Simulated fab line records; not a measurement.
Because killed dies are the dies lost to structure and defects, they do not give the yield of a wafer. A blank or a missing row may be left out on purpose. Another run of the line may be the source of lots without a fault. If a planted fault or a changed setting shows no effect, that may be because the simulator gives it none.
Split-lot trial | flow n5-finfet | 21 wafers read across 7 lots, on a route 1938 steps long

ABOUT THE SPLIT
At N5_BEOL_M10_COAT_22 (resist thk 90 nm), the setting spin-rpm was moved away from the recipe's 1500 rpm on 8 of the 21 wafers read, by -10.9% to -5.8%. All remaining wafers had this setting at the recipe value.

FROM THE SPLIT TO THE READING: what the file shows between them, 5 steps
- N5_BEOL_M10_EBR_24
- N5_BEOL_M10_SOFTBAKE_23: time 60 s
- N5_BEOL_M10_EXPOSE_25: exposes mask V9
- N5_BEOL_M10_PEB_26: peb time 60 s
- N5_BEOL_M10_DEVELOP_27: develop time 30 s

THE READING
CAR-ArF_of_BEOL_M10_COAT_22.thk-nm (the simulator's own value, which no gauge read), in nm, at N5_BEOL_M10_DESCUM_33 (chemistry O2, time 7.9 s). No usual value for it is given in the file. Here, 13 wafers ran the recipe; their average is 83.4 nm with a standard deviation of 0.31 nm.

wafer  | tool, chamber at the split | spin-rpm as run, rpm | against the recipe | CAR-ArF_of_BEOL_M10_COAT_22.thk-nm, nm | against lot-mates on the recipe
L079.2 | litho-track-03, 0          | 1413                 | -5.8%              | 85.8                                   | +3.0
L079.4 | litho-track-03, 0          | 1500                 | recipe             | 82.8                                   | -
L079.5 | litho-track-03, 0          | 1413                 | -5.8%              | 85.6                                   | +2.8
L083.1 | litho-track-03, 0          | 1369                 | -8.7%              | 87.4                                   | +4.4
L083.3 | litho-track-03, 0          | 1369                 | -8.7%              | 87.2                                   | +4.2
L083.5 | litho-track-03, 0          | 1500                 | recipe             | 83                                     | -
L084.4 | litho-track-01, 0          | 1500                 | recipe             | 83.2                                   | -
L084.6 | litho-track-01, 0          | 1500                 | recipe             | 83.2                                   | -
L084.5 | litho-track-01, 0          | 1500                 | recipe             | 83.4                                   | -
L088.4 | litho-track-02, 0          | 1500                 | recipe             | 83.4                                   | -
L088.5 | litho-track-02, 0          | 1500                 | recipe             | 83.6                                   | -
L088.6 | litho-track-02, 0          | 1379                 | -8.1%              | 87.4                                   | +3.9
L093.2 | litho-track-03, 0          | 1500                 | recipe             | 83.4                                   | -
L093.5 | litho-track-03, 0          | 1500                 | recipe             | 83.2                                   | -
L093.6 | litho-track-03, 0          | 1336                 | -10.9%             | 88.6                                   | +5.3
L095.2 | litho-track-02, 0          | 1500                 | recipe             | 83.4                                   | -
L095.4 | litho-track-02, 0          | 1500                 | recipe             | 83.8                                   | -
L095.6 | litho-track-02, 0          | 1500                 | recipe             | 83.6                                   | -
L097.1 | litho-track-01, 0          | 1355                 | -9.7%              | 88.4                                   | +4.4
L097.4 | litho-track-01, 0          | 1500                 | recipe             | 84                                     | -
L097.6 | litho-track-01, 0          | 1355                 | -9.7%              | 88.6                                   | +4.6

FIT RESULTS
A straight line over all 21 wafers: CAR-ArF_of_BEOL_M10_COAT_22.thk-nm changes by -0.483 nm for each +1% of spin-rpm; r = -0.99; the points scatter about the line by 0.35 nm.
The same after taking each lot's own level away (the mean of its wafers on the recipe; 21 wafers): -0.481 nm for each +1%; r = -1.00; scatter 0.12 nm.
Per that fit: largest spin-rpm move, reading shift of 5.3 nm.
Across the lots, their own levels run from 82.80 to 84.00 nm, a range of 3.9 times the standard deviation given above.
So the lot-to-lot level changes the slope little: the two slopes agree.
Check: for one of the wafers moved furthest among these (-10.9%), held out of the fit, the line's prediction against its lot-mates is +5.26 nm. It came out at +5.3 nm against them.

THE WHOLE CHAIN: every reading that the file lists as answering this split, in the file's order
step                   | what it does             | reading                                                                             | change (the file's fit)               | r (the file's)
N5_BEOL_M10_COAT_22    | resist thk 90 nm         | CAR-ArF_of_BEOL_M10_COAT_22.thk-nm (the simulator's own value, which no gauge read) | -0.498 nm for each +1% of the setting | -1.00
N5_BEOL_M10_DEVELOP_27 | develop time 30 s        | CAR-ArF_of_BEOL_M10_COAT_22.thk-nm (the simulator's own value, which no gauge read) | -0.489 nm for each +1% of the setting | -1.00
N5_BEOL_M10_DESCUM_33  | chemistry O2, time 7.9 s | CAR-ArF_of_BEOL_M10_COAT_22.thk-nm (the simulator's own value, which no gauge read) | -0.483 nm for each +1% of the setting | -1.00

FILE'S OWN FIT
CAR-ArF_of_BEOL_M10_COAT_22.thk-nm changes by -0.483 nm for each +1% of spin-rpm, r = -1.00.
